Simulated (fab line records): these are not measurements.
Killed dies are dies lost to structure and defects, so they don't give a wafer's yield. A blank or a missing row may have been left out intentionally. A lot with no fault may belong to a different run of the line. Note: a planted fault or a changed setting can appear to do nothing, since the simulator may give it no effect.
Which of the tools did it? || flow n5Finfet || 28 wafers from 10 lots sampled at 5 of the route's 1938 steps

## WHAT THE GAUGES READ, wafer by wafer
N5_BEOL_M4_RC_MEAS_101.
{"lot": "L458", "measured": "day 9 11:49", "on": "prober-02", "CJ_N": "4.34 4.25 4.34", "DIBL_N (mV/V)": "36.7 36.7 33.5", "DIBL_P (mV/V)": "35.8 35.5 31.3", "IOFF_N (nA/um)": "0.154 0.141 0.101", "IOFF_P (nA/um)": "0.20 0.19 0.15", "ION_N (uA/um)": "674 657 650", "ION_P (uA/um)": "462 454 450", "SS_N (mV/dec)": "72.0 71.0 71.0", "SS_P (mV/dec)": "73.0 73.0 72.1", "VT_N (mV)": "251 254 255", "VT_P (mV)": "-253 -254 -256"}
{"lot": "L459", "measured": "day 9 13:56", "on": "prober-02", "CJ_N": "4.19 4.36 4.26", "DIBL_N (mV/V)": "37.0 35.3 35.9", "DIBL_P (mV/V)": "37.4 34.5 34.9", "IOFF_N (nA/um)": "0.162 0.136 0.135", "IOFF_P (nA/um)": "0.21 0.17 0.18", "ION_N (uA/um)": "683 675 659", "ION_P (uA/um)": "468 464 451", "SS_N (mV/dec)": "70.9 71.0 70.8", "SS_P (mV/dec)": "74.1 72.6 73.1", "VT_N (mV)": "248 249 252", "VT_P (mV)": "-250 -253 -255"}
{"lot": "L461", "measured": "day 10 03:13", "on": "prober-01", "CJ_N": "4.39 4.16 4.36", "DIBL_N (mV/V)": "37.4 35.9 37.2", "DIBL_P (mV/V)": "36.7 35.6 37.0", "IOFF_N (nA/um)": "0.151 0.125 0.155", "IOFF_P (nA/um)": "0.20 0.18 0.20", "ION_N (uA/um)": "674 656 680", "ION_P (uA/um)": "461 455 463", "SS_N (mV/dec)": "71.8 71.3 72.1", "SS_P (mV/dec)": "73.6 73.2 73.6", "VT_N (mV)": "253 255 250", "VT_P (mV)": "-252 -250 -253"}
{"lot": "L464", "measured": "day 11 01:23", "on": "prober-01", "CJ_N": "4.46 4.40 4.45", "DIBL_N (mV/V)": "33.4 34.5 36.9", "DIBL_P (mV/V)": "30.6 33.8 35.4", "IOFF_N (nA/um)": "0.099 0.123 0.152", "IOFF_P (nA/um)": "0.15 0.19 0.20", "ION_N (uA/um)": "645 671 662", "ION_P (uA/um)": "449 467 460", "SS_N (mV/dec)": "70.3 70.3 72.2", "SS_P (mV/dec)": "71.7 72.5 73.3", "VT_N (mV)": "256 252 249", "VT_P (mV)": "-254 -251 -249"}
{"lot": "L468", "measured": "day 12 11:36", "on": "prober-01", "CJ_N": "4.16 4.22", "DIBL_N (mV/V)": "36.2 37.3", "DIBL_P (mV/V)": "35.1 37.2", "IOFF_N (nA/um)": "0.121 0.154", "IOFF_P (nA/um)": "0.17 0.21", "ION_N (uA/um)": "644 669", "ION_P (uA/um)": "446 456", "SS_N (mV/dec)": "71.9 72.3", "SS_P (mV/dec)": "72.7 73.1", "VT_N (mV)": "260 253", "VT_P (mV)": "-257 -252"}
{"lot": "L469", "measured": "day 12 17:02", "on": "prober-02", "CJ_N": "4.19 4.22 4.15", "DIBL_N (mV/V)": "34.8 36.3 40.9", "DIBL_P (mV/V)": "32.6 34.5 40.2", "IOFF_N (nA/um)": "0.118 0.143 0.233", "IOFF_P (nA/um)": "0.14 0.17 0.25", "ION_N (uA/um)": "665 661 689", "ION_P (uA/um)": "452 451 461", "SS_N (mV/dec)": "71.1 70.6 72.9", "SS_P (mV/dec)": "72.2 72.8 74.1", "VT_N (mV)": "250 248 242", "VT_P (mV)": "-256 -253 -250"}
{"lot": "L470", "measured": "day 11 22:16", "on": "prober-02", "CJ_N": "4.29 4.39", "DIBL_N (mV/V)": "37.8 36.2", "DIBL_P (mV/V)": "39.2 37.3", "IOFF_N (nA/um)": "0.176 0.152", "IOFF_P (nA/um)": "0.22 0.19", "ION_N (uA/um)": "676 668", "ION_P (uA/um)": "456 456", "SS_N (mV/dec)": "71.8 71.5", "SS_P (mV/dec)": "73.7 73.2", "VT_N (mV)": "249 251", "VT_P (mV)": "-252 -254"}
{"lot": "L474", "measured": "day 13 03:50", "on": "prober-02", "CJ_N": "4.82 4.82 4.79", "DIBL_N (mV/V)": "36.1 37.1 34.5", "DIBL_P (mV/V)": "34.5 34.6 32.2", "IOFF_N (nA/um)": "0.146 0.143 0.117", "IOFF_P (nA/um)": "0.18 0.17 0.16", "ION_N (uA/um)": "683 672 659", "ION_P (uA/um)": "464 447 449", "SS_N (mV/dec)": "71.2 71.6 70.5", "SS_P (mV/dec)": "72.7 72.7 72.4", "VT_N (mV)": "249 254 254", "VT_P (mV)": "-255 -255 -256"}
{"lot": "L476", "measured": "day 14 05:24", "on": "prober-02", "CJ_N": "4.79 4.89 4.87", "DIBL_N (mV/V)": "35.7 33.3 34.7", "DIBL_P (mV/V)": "34.9 31.3 33.4", "IOFF_N (nA/um)": "0.153 0.105 0.132", "IOFF_P (nA/um)": "0.19 0.14 0.17", "ION_N (uA/um)": "679 652 673", "ION_P (uA/um)": "462 449 463", "SS_N (mV/dec)": "71.8 71.3 71.8", "SS_P (mV/dec)": "72.8 73.0 72.8", "VT_N (mV)": "249 258 250", "VT_P (mV)": "-252 -256 -253"}
{"lot": "L478", "measured": "day 14 03:56", "on": "prober-02", "CJ_N": "4.79 4.68 4.70", "DIBL_N (mV/V)": "35.1 35.5 38.6", "DIBL_P (mV/V)": "35.1 37.0 40.0", "IOFF_N (nA/um)": "0.122 0.137 0.186", "IOFF_P (nA/um)": "0.16 0.18 0.23", "ION_N (uA/um)": "650 670 670", "ION_P (uA/um)": "441 461 449", "SS_N (mV/dec)": "71.0 71.3 72.1", "SS_P (mV/dec)": "72.9 73.1 74.8", "VT_N (mV)": "253 253 247", "VT_P (mV)": "-254 -252 -251"}

## TOOL THAT RAN EACH LOT (tool first, then ch and the chambers of the sampled wafers, then the start)
{"lot": "L458", "N5_ZERO_LAYER_ETCH_17": "rieDiel-01 ch 0,1,2, day 1 18:43", "N5_WELL_APT_IMPLANT_32": "implanter-02 ch 0, day 1 21:40", "N5_PMOS_HMC_CHANNEL_EPI_CMP_21": "cmp-03 ch 1,2, day 2 01:40", "N5_FIN_SAQP_PECVD_06": "pecvd-02 ch 1,2, day 2 03:12"}
{"lot": "L459", "N5_ZERO_LAYER_ETCH_17": "rieDiel-01 ch 1,3, day 2 00:52", "N5_WELL_APT_IMPLANT_32": "implanter-01 ch 0, day 2 03:13", "N5_PMOS_HMC_CHANNEL_EPI_CMP_21": "cmp-03 ch 0,3, day 2 07:47", "N5_FIN_SAQP_PECVD_06": "pecvd-04 ch 0,2, day 2 09:41"}
{"lot": "L461", "N5_ZERO_LAYER_ETCH_17": "rieDiel-04 ch 0,2,3, day 2 12:53", "N5_WELL_APT_IMPLANT_32": "implanter-01 ch 0, day 2 15:22", "N5_PMOS_HMC_CHANNEL_EPI_CMP_21": "cmp-04 ch 0,2,3, day 2 19:42", "N5_FIN_SAQP_PECVD_06": "pecvd-04 ch 0,2, day 2 21:25"}
{"lot": "L464", "N5_ZERO_LAYER_ETCH_17": "rieDiel-01 ch 1,2,3, day 3 06:54", "N5_WELL_APT_IMPLANT_32": "implanter-02 ch 0, day 3 09:46", "N5_PMOS_HMC_CHANNEL_EPI_CMP_21": "cmp-01 ch 1,2,3, day 3 13:43", "N5_FIN_SAQP_PECVD_06": "pecvd-04 ch 1,2, day 3 15:12"}
{"lot": "L468", "N5_ZERO_LAYER_ETCH_17": "rieDiel-03 ch 0, day 4 06:43", "N5_WELL_APT_IMPLANT_32": "implanter-01 ch 0, day 4 09:10", "N5_PMOS_HMC_CHANNEL_EPI_CMP_21": "cmp-03 ch 1,2, day 4 15:42", "N5_FIN_SAQP_PECVD_06": "pecvd-02 ch 2, day 4 18:17"}
{"lot": "L469", "N5_ZERO_LAYER_ETCH_17": "rieDiel-03 ch 0,1,3, day 4 12:50", "N5_WELL_APT_IMPLANT_32": "implanter-02 ch 0, day 4 15:25", "N5_PMOS_HMC_CHANNEL_EPI_CMP_21": "cmp-01 ch 0,2,3, day 4 20:09", "N5_FIN_SAQP_PECVD_06": "pecvd-01 ch 0,1, day 4 22:08"}
{"lot": "L470", "N5_ZERO_LAYER_ETCH_17": "rieDiel-01 ch 0,2, day 4 18:50", "N5_WELL_APT_IMPLANT_32": "implanter-01 ch 0, day 4 21:19", "N5_PMOS_HMC_CHANNEL_EPI_CMP_21": "cmp-04 ch 2,3, day 5 01:26", "N5_FIN_SAQP_PECVD_06": "pecvd-02 ch 1,2, day 5 03:48"}
{"lot": "L474", "N5_ZERO_LAYER_ETCH_17": "rieDiel-04 ch 0,1,2, day 5 18:50", "N5_WELL_APT_IMPLANT_32": "implanter-01 ch 0, day 5 21:17", "N5_PMOS_HMC_CHANNEL_EPI_CMP_21": "cmp-03 ch 1,3, day 6 01:50", "N5_FIN_SAQP_PECVD_06": "pecvd-02 ch 0,1,2, day 6 03:44"}
{"lot": "L476", "N5_ZERO_LAYER_ETCH_17": "rieDiel-01 ch 0,1,3, day 6 06:44", "N5_WELL_APT_IMPLANT_32": "implanter-01 ch 0, day 6 09:14", "N5_PMOS_HMC_CHANNEL_EPI_CMP_21": "cmp-03 ch 1,2,3, day 6 13:23", "N5_FIN_SAQP_PECVD_06": "pecvd-04 ch 0,1, day 6 15:23"}
{"lot": "L478", "N5_ZERO_LAYER_ETCH_17": "rieDiel-03 ch 1,3, day 6 18:50", "N5_WELL_APT_IMPLANT_32": "implanter-01 ch 0, day 6 21:19", "N5_PMOS_HMC_CHANNEL_EPI_CMP_21": "cmp-04 ch 0,1,2, day 7 01:05", "N5_FIN_SAQP_PECVD_06": "pecvd-04 ch 0,2, day 7 02:37"}
- N5_ZERO_LAYER_ETCH_17: etches SiO2 in CF4, target depth 12 nm, time 13.3 s.
- N5_WELL_APT_IMPLANT_32
- N5_PMOS_HMC_CHANNEL_EPI_CMP_21: polishes SiGe30, target thk 54 nm.
- N5_FIN_SAQP_PECVD_06: deposits a-Si from SiH4/He, target thk 60 nm, time 48.1 s.

## AS READ BY THE TOOLS THEMSELVES (means over the sampled wafers that have a number; for cases with no such wafer, the mark the record gives instead)
N5_ZERO_LAYER_ETCH_17.
{"lot": "L458", "tool": "rieDiel-01", "drypumpMotorCurrentA (A)": 6.0, "oesProductAu (a.u.)": 0.74, "rfVppV (V)": 949, "showerheadPlenumPTorr (Torr)": 2.14, "throttleValvePct (%)": 15.69}
{"lot": "L459", "tool": "rieDiel-01", "drypumpMotorCurrentA (A)": 6.2, "oesProductAu (a.u.)": 0.79, "rfVppV (V)": 951, "showerheadPlenumPTorr (Torr)": 2.18, "throttleValvePct (%)": 15.53}
{"lot": "L461", "tool": "rieDiel-04", "drypumpMotorCurrentA (A)": 5.7, "oesProductAu (a.u.)": 0.73, "rfVppV (V)": 950, "showerheadPlenumPTorr (Torr)": 2.16, "throttleValvePct (%)": 15.68}
{"lot": "L464", "tool": "rieDiel-01", "drypumpMotorCurrentA (A)": 6.0, "oesProductAu (a.u.)": 0.78, "rfVppV (V)": 950, "showerheadPlenumPTorr (Torr)": 2.18, "throttleValvePct (%)": 15.66}
{"lot": "L468", "tool": "rieDiel-03", "drypumpMotorCurrentA (A)": 5.0, "oesProductAu (a.u.)": 0.76, "rfVppV (V)": 950, "showerheadPlenumPTorr (Torr)": 2.15, "throttleValvePct (%)": 15.86}
{"lot": "L469", "tool": "rieDiel-03", "drypumpMotorCurrentA (A)": 5.8, "oesProductAu (a.u.)": 0.79, "rfVppV (V)": 949, "showerheadPlenumPTorr (Torr)": 2.15, "throttleValvePct (%)": 15.68}
{"lot": "L470", "tool": "rieDiel-01", "drypumpMotorCurrentA (A)": 6.0, "oesProductAu (a.u.)": 0.73, "rfVppV (V)": 951, "showerheadPlenumPTorr (Torr)": 2.17, "throttleValvePct (%)": 15.68}
{"lot": "L474", "tool": "rieDiel-04", "drypumpMotorCurrentA (A)": 5.7, "oesProductAu (a.u.)": 0.74, "rfVppV (V)": 948, "showerheadPlenumPTorr (Torr)": 2.13, "throttleValvePct (%)": 15.76}
{"lot": "L476", "tool": "rieDiel-01", "drypumpMotorCurrentA (A)": 6.2, "oesProductAu (a.u.)": 0.72, "rfVppV (V)": 947, "showerheadPlenumPTorr (Torr)": 2.13, "throttleValvePct (%)": 15.64}
{"lot": "L478", "tool": "rieDiel-03", "drypumpMotorCurrentA (A)": 6.3, "oesProductAu (a.u.)": 0.84, "rfVppV (V)": 948, "showerheadPlenumPTorr (Torr)": 2.13, "throttleValvePct (%)": 15.57}

N5_WELL_APT_IMPLANT_32.
{"lot": "L458", "tool": "implanter-02", "doseIonsCm2": 2.0000e+13, "faradayCurrentUA": 255}
{"lot": "L459", "tool": "implanter-01", "doseIonsCm2": 1.9973e+13, "faradayCurrentUA": 254}
{"lot": "L461", "tool": "implanter-01", "doseIonsCm2": 2.0005e+13, "faradayCurrentUA": 248}
{"lot": "L464", "tool": "implanter-02", "doseIonsCm2": 1.9998e+13, "faradayCurrentUA": 256}
{"lot": "L468", "tool": "implanter-01", "doseIonsCm2": 1.9986e+13, "faradayCurrentUA": 258}
{"lot": "L469", "tool": "implanter-02", "doseIonsCm2": 2.0003e+13, "faradayCurrentUA": 252}
{"lot": "L470", "tool": "implanter-01", "doseIonsCm2": 1.9981e+13, "faradayCurrentUA": 250}
{"lot": "L474", "tool": "implanter-01", "doseIonsCm2": 2.4335e+13, "faradayCurrentUA": 304}
{"lot": "L476", "tool": "implanter-01", "doseIonsCm2": 2.4303e+13, "faradayCurrentUA": 307}
{"lot": "L478", "tool": "implanter-01", "doseIonsCm2": 2.4307e+13, "faradayCurrentUA": 311}

N5_PMOS_HMC_CHANNEL_EPI_CMP_21.
{"lot": "L458", "tool": "cmp-03", "edgeZonePressureFrac": 0.996, "motorCurrentA (A)": 11.6, "slurryFlowMlMin": 149.9}
{"lot": "L459", "tool": "cmp-03", "edgeZonePressureFrac": 1.005, "motorCurrentA (A)": 13.7, "slurryFlowMlMin": 150.1}
{"lot": "L461", "tool": "cmp-04", "edgeZonePressureFrac": 0.999, "motorCurrentA (A)": 12.3, "slurryFlowMlMin": 149.8}
{"lot": "L464", "tool": "cmp-01", "edgeZonePressureFrac": 1.002, "motorCurrentA (A)": 11.8, "slurryFlowMlMin": 150.0}
{"lot": "L468", "tool": "cmp-03", "edgeZonePressureFrac": 1.006, "motorCurrentA (A)": 11.1, "slurryFlowMlMin": 149.4}
{"lot": "L469", "tool": "cmp-01", "edgeZonePressureFrac": 0.992, "motorCurrentA (A)": 12.0, "slurryFlowMlMin": 150.2}
{"lot": "L470", "tool": "cmp-04", "edgeZonePressureFrac": 0.998, "motorCurrentA (A)": 12.4, "slurryFlowMlMin": 150.5}
{"lot": "L474", "tool": "cmp-03", "edgeZonePressureFrac": 0.995, "motorCurrentA (A)": 11.6, "slurryFlowMlMin": 149.7}
{"lot": "L476", "tool": "cmp-03", "edgeZonePressureFrac": 0.999, "motorCurrentA (A)": 11.5, "slurryFlowMlMin": 150.2}
{"lot": "L478", "tool": "cmp-04", "edgeZonePressureFrac": 1.000, "motorCurrentA (A)": 12.1, "slurryFlowMlMin": 150.1}

N5_FIN_SAQP_PECVD_06.
{"lot": "L458", "tool": "pecvd-02", "heaterPowerW (W)": 841, "showerheadPlenumPTorr (Torr)": 5.67, "throttleValvePct (%)": 17.4}
{"lot": "L459", "tool": "pecvd-04", "heaterPowerW (W)": 778, "showerheadPlenumPTorr (Torr)": 5.68, "throttleValvePct (%)": 18.6}
{"lot": "L461", "tool": "pecvd-04", "heaterPowerW (W)": 827, "showerheadPlenumPTorr (Torr)": 5.69, "throttleValvePct (%)": 18.6}
{"lot": "L464", "tool": "pecvd-04", "heaterPowerW (W)": 788, "showerheadPlenumPTorr (Torr)": 5.68, "throttleValvePct (%)": 18.2}
{"lot": "L468", "tool": "pecvd-02", "heaterPowerW (W)": 898, "showerheadPlenumPTorr (Torr)": 5.65, "throttleValvePct (%)": 17.0}
{"lot": "L469", "tool": "pecvd-01", "heaterPowerW (W)": 884, "showerheadPlenumPTorr (Torr)": 5.71, "throttleValvePct (%)": 18.6}
{"lot": "L470", "tool": "pecvd-02", "heaterPowerW (W)": 852, "showerheadPlenumPTorr (Torr)": 5.64, "throttleValvePct (%)": 17.4}
{"lot": "L474", "tool": "pecvd-02", "heaterPowerW (W)": 897, "showerheadPlenumPTorr (Torr)": 5.65, "throttleValvePct (%)": 17.9}
{"lot": "L476", "tool": "pecvd-04", "heaterPowerW (W)": 747, "showerheadPlenumPTorr (Torr)": 5.74, "throttleValvePct (%)": 19.4}
{"lot": "L478", "tool": "pecvd-04", "heaterPowerW (W)": 775, "showerheadPlenumPTorr (Torr)": 5.68, "throttleValvePct (%)": 18.8}

## THE ANSWER, worked out from the rows above alone
Rule: what is usual is taken from the lots themselves. Put in order of their means at a reading, lots are off if they are a third of the lots or fewer, leave a main group of 4 or more, and stand apart from it by a gap of 3 or more times the standard deviation of the main group's means; of several such gaps the widest counts. A main group whose means are all the same, to the digits that the tables above print for the reading, isn't used. A lot without any number at a reading at which 4 lots or more have one is off too. The other lots that the step has rows for count as sound. First the gauges in route order, then the tools' own readings, where a lot's mean is used as printed above. At the first step where some lot is off, the reading lying furthest off is the one used; lots without a number count as furthest.
Off: L474, L476, L478, at N5_BEOL_M4_RC_MEAS_101 (CJ_N). The main group has a mean of 4.29 with a standard deviation of 0.081.
If a tool, at a process step before that reading, ran all the lots that are off and no sound lot after the first of them, it fits. The gauges at N5_BEOL_M4_RC_MEAS_101 aren't tried: what is off there is off at N5_WELL_APT_IMPLANT_32 too, on other tools, and a gauge's error can't cause that. One candidate fits, namely implanter-01 at N5_WELL_APT_IMPLANT_32. A fault onset in the window from L470 (day 4 21:19, its last sound lot) to L474 (day 5 21:17, its first lot off) fits.
The tool's own readings at N5_WELL_APT_IMPLANT_32 bear it out: on the lots that are off they differ by more than 5 times the standard deviation of the sound lots' means. doseIonsCm2 reads 2.4315e+13 there against 1.9992e+13 on the sound lots; faradayCurrentUA reads 307 there against 253 on the sound lots.

## WHAT THE SIMULATOR HAD PUT IN
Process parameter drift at N5_WELL_APT_IMPLANT_32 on implanter-01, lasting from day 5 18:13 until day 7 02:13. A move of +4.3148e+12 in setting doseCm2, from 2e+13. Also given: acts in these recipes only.
Shown lots that were struck: L474, L478, L476. This agrees with what the rule above found.
